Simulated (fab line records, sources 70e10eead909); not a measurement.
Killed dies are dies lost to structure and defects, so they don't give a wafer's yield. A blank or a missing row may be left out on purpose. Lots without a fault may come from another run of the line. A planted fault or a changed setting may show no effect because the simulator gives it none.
Chamber matching | flow nand_harc | NHARC_P_CONTACT_ETCH_35 on rie_diel-06: 4 sister chambers
The step etches the open film in CF4, target depth 39 nm, time 65 s. 4 wafers are shown with their chamber, then 9 later ones without.

WAFERS WITH THEIR CHAMBER
wafer  | chamber | drypump_motor_current_A (A)
L315.6 | 3       | 6.0
L320.1 | 1       | 6.0
L320.2 | 2       | 5.1
L320.4 | 0       | 5.7

WAFERS WITHOUT THEIR CHAMBER
wafer  | drypump_motor_current_A (A)
L321.1 | 6.0
L321.4 | 5.8
L321.5 | 6.0
L323.1 | 6.0
L323.4 | 5.8
L323.5 | 6.0
L325.2 | 6.1
L325.4 | 6.0
L325.6 | 6.0

WHICH CHAMBER EACH WENT THROUGH
wafer  | from the rows above          | in truth
L321.1 | can't be placed: 1 or 3      | 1
L321.4 | can't be placed: 0 or 1 or 3 | 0
L321.5 | can't be placed: 1 or 3      | 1
L323.1 | can't be placed: 1 or 3      | 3
L323.4 | can't be placed: 0 or 1 or 3 | 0
L323.5 | can't be placed: 1 or 3      | 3
L325.2 | can't be placed: 1 or 3      | 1
L325.4 | can't be placed: 1 or 3      | 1
L325.6 | can't be placed: 1 or 3      | 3
Placed correctly: 0 of 9. Can't be placed from these rows: 9 (the true chamber is among the candidates in 9). Placed wrongly: 0.
How it was worked out, from the rows above alone: a wafer's distance from a chamber is the root of the sum, over the readings, of the square of ((its reading less the chamber's mean) divided by the reading's scatter). The wafer belongs to the nearest chamber; if the next one is less than 2 further off, it can't be placed. A chamber's mean is the mean of its shown wafers. The scatter: with one shown wafer a chamber, the root of the mean of the squares of how far each hidden wafer lies from its nearest shown one.
